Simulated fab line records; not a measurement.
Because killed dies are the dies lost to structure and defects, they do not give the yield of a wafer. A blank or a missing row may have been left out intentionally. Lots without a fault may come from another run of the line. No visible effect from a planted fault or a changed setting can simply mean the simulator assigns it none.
Matching of chambers || flow n5_finfet || rie_diel-02 running N5_BEOL_M2_DESCUM_16: 4 sister chambers
The step chemistry O2, time 7 s. 20 wafers are shown with their chamber, then 10 later ones without.

WAFERS WITH THEIR CHAMBER
{"wafer": "L076.3", "chamber": 1, "drypump_motor_current_A (A)": 5.0, "showerhead_plenum_p_Torr (Torr)": 2.15, "oes_product_au (a.u.)": 0.89}
{"wafer": "L076.4", "chamber": 3, "drypump_motor_current_A (A)": 5.4, "showerhead_plenum_p_Torr (Torr)": 2.13, "oes_product_au (a.u.)": 0.92}
{"wafer": "L076.6", "chamber": 0, "drypump_motor_current_A (A)": 5.7, "showerhead_plenum_p_Torr (Torr)": 1.99, "oes_product_au (a.u.)": 0.71}
{"wafer": "L082.1", "chamber": 2, "drypump_motor_current_A (A)": 5.9, "showerhead_plenum_p_Torr (Torr)": 2.15, "oes_product_au (a.u.)": 0.72}
{"wafer": "L082.4", "chamber": 3, "drypump_motor_current_A (A)": 5.4, "showerhead_plenum_p_Torr (Torr)": 2.12, "oes_product_au (a.u.)": 0.90}
{"wafer": "L082.5", "chamber": 1, "drypump_motor_current_A (A)": 5.0, "showerhead_plenum_p_Torr (Torr)": 2.15, "oes_product_au (a.u.)": 0.88}
{"wafer": "L083.1", "chamber": 0, "drypump_motor_current_A (A)": 5.7, "showerhead_plenum_p_Torr (Torr)": 1.98, "oes_product_au (a.u.)": 0.71}
{"wafer": "L083.2", "chamber": 3, "drypump_motor_current_A (A)": 5.4, "showerhead_plenum_p_Torr (Torr)": 2.12, "oes_product_au (a.u.)": 0.89}
{"wafer": "L083.5", "chamber": 2, "drypump_motor_current_A (A)": 5.9, "showerhead_plenum_p_Torr (Torr)": 2.15, "oes_product_au (a.u.)": 0.70}
{"wafer": "L085.2", "chamber": 3, "drypump_motor_current_A (A)": 5.4, "showerhead_plenum_p_Torr (Torr)": 2.12, "oes_product_au (a.u.)": 0.89}
{"wafer": "L085.4", "chamber": 1, "drypump_motor_current_A (A)": 5.0, "showerhead_plenum_p_Torr (Torr)": 2.15, "oes_product_au (a.u.)": 0.86}
{"wafer": "L085.6", "chamber": 1, "drypump_motor_current_A (A)": 4.9, "showerhead_plenum_p_Torr (Torr)": 2.15, "oes_product_au (a.u.)": 0.86}
{"wafer": "L086.1", "chamber": 1, "drypump_motor_current_A (A)": 5.0, "showerhead_plenum_p_Torr (Torr)": 2.14, "oes_product_au (a.u.)": 0.86}
{"wafer": "L086.2", "chamber": 2, "drypump_motor_current_A (A)": 5.9, "showerhead_plenum_p_Torr (Torr)": 2.15, "oes_product_au (a.u.)": 0.71}
{"wafer": "L086.4", "chamber": 3, "drypump_motor_current_A (A)": 5.4, "showerhead_plenum_p_Torr (Torr)": 2.12, "oes_product_au (a.u.)": 0.89}
{"wafer": "L084.1", "chamber": 0, "drypump_motor_current_A (A)": 5.7, "showerhead_plenum_p_Torr (Torr)": 1.98, "oes_product_au (a.u.)": 0.71}
{"wafer": "L084.5", "chamber": 1, "drypump_motor_current_A (A)": 4.9, "showerhead_plenum_p_Torr (Torr)": 2.14, "oes_product_au (a.u.)": 0.86}
{"wafer": "L084.6", "chamber": 2, "drypump_motor_current_A (A)": 5.9, "showerhead_plenum_p_Torr (Torr)": 2.15, "oes_product_au (a.u.)": 0.70}
{"wafer": "L089.3", "chamber": 3, "drypump_motor_current_A (A)": 5.4, "showerhead_plenum_p_Torr (Torr)": 2.12, "oes_product_au (a.u.)": 0.88}
{"wafer": "L089.4", "chamber": 2, "drypump_motor_current_A (A)": 5.9, "showerhead_plenum_p_Torr (Torr)": 2.14, "oes_product_au (a.u.)": 0.70}

SIGNATURES (averages over the wafers above)
{"reading": "drypump_motor_current_A", "chamber 0": 5.700, "chamber 1": 4.967, "chamber 2": 5.900, "chamber 3": 5.400, "scatter within a chamber": 0.0289}
{"reading": "showerhead_plenum_p_Torr", "chamber 0": 1.9833, "chamber 1": 2.1467, "chamber 2": 2.1480, "chamber 3": 2.1217, "scatter within a chamber": 0.00477}
{"reading": "oes_product_au", "chamber 0": 0.7100, "chamber 1": 0.8683, "chamber 2": 0.7060, "chamber 3": 0.8950, "scatter within a chamber": 0.0116}
Rule: a wafer's distance from a chamber is the root of the sum, over the readings, of the square of ((its reading less the chamber's mean) divided by the reading's scatter). The wafer belongs to the nearest chamber; if the next one is less than 2 further off, it can't be placed. The scatter: take each reading less its chamber's mean, square it, sum over the shown wafers, divide by the number of wafers less the number of chambers, and take the root.

WAFERS WITH NO CHAMBER GIVEN
{"wafer": "L089.5", "drypump_motor_current_A (A)": 5.6, "showerhead_plenum_p_Torr (Torr)": 1.98, "oes_product_au (a.u.)": 0.69}
{"wafer": "L091.1", "drypump_motor_current_A (A)": 5.4, "showerhead_plenum_p_Torr (Torr)": 2.12, "oes_product_au (a.u.)": 0.88}
{"wafer": "L091.3", "drypump_motor_current_A (A)": 5.9, "showerhead_plenum_p_Torr (Torr)": 2.14, "oes_product_au (a.u.)": 0.70}
{"wafer": "L091.4", "drypump_motor_current_A (A)": 5.0, "showerhead_plenum_p_Torr (Torr)": 2.14, "oes_product_au (a.u.)": 0.84}
{"wafer": "L094.4", "drypump_motor_current_A (A)": 5.4, "showerhead_plenum_p_Torr (Torr)": 2.11, "oes_product_au (a.u.)": 0.86}
{"wafer": "L094.5", "drypump_motor_current_A (A)": 5.7, "showerhead_plenum_p_Torr (Torr)": 1.98, "oes_product_au (a.u.)": 0.69}
{"wafer": "L094.6", "drypump_motor_current_A (A)": 5.4, "showerhead_plenum_p_Torr (Torr)": 2.11, "oes_product_au (a.u.)": 0.87}
{"wafer": "L097.4", "drypump_motor_current_A (A)": 4.9, "showerhead_plenum_p_Torr (Torr)": 2.14, "oes_product_au (a.u.)": 0.82}
{"wafer": "L097.5", "drypump_motor_current_A (A)": 5.7, "showerhead_plenum_p_Torr (Torr)": 1.97, "oes_product_au (a.u.)": 0.69}
{"wafer": "L097.6", "drypump_motor_current_A (A)": 5.4, "showerhead_plenum_p_Torr (Torr)": 2.11, "oes_product_au (a.u.)": 0.86}

CHAMBER TAKEN BY EACH
{"wafer": "L089.5", "from the rows above": 0, "in truth": 0}
{"wafer": "L091.1", "from the rows above": 3, "in truth": 3}
{"wafer": "L091.3", "from the rows above": 2, "in truth": 2}
{"wafer": "L091.4", "from the rows above": 1, "in truth": 1}
{"wafer": "L094.4", "from the rows above": 3, "in truth": 3}
{"wafer": "L094.5", "from the rows above": 0, "in truth": 0}
{"wafer": "L094.6", "from the rows above": 3, "in truth": 3}
{"wafer": "L097.4", "from the rows above": 1, "in truth": 1}
{"wafer": "L097.5", "from the rows above": 0, "in truth": 0}
{"wafer": "L097.6", "from the rows above": 3, "in truth": 3}
10 of 10 placed correctly. Not placeable from these rows: 0. Placed wrongly: 0.
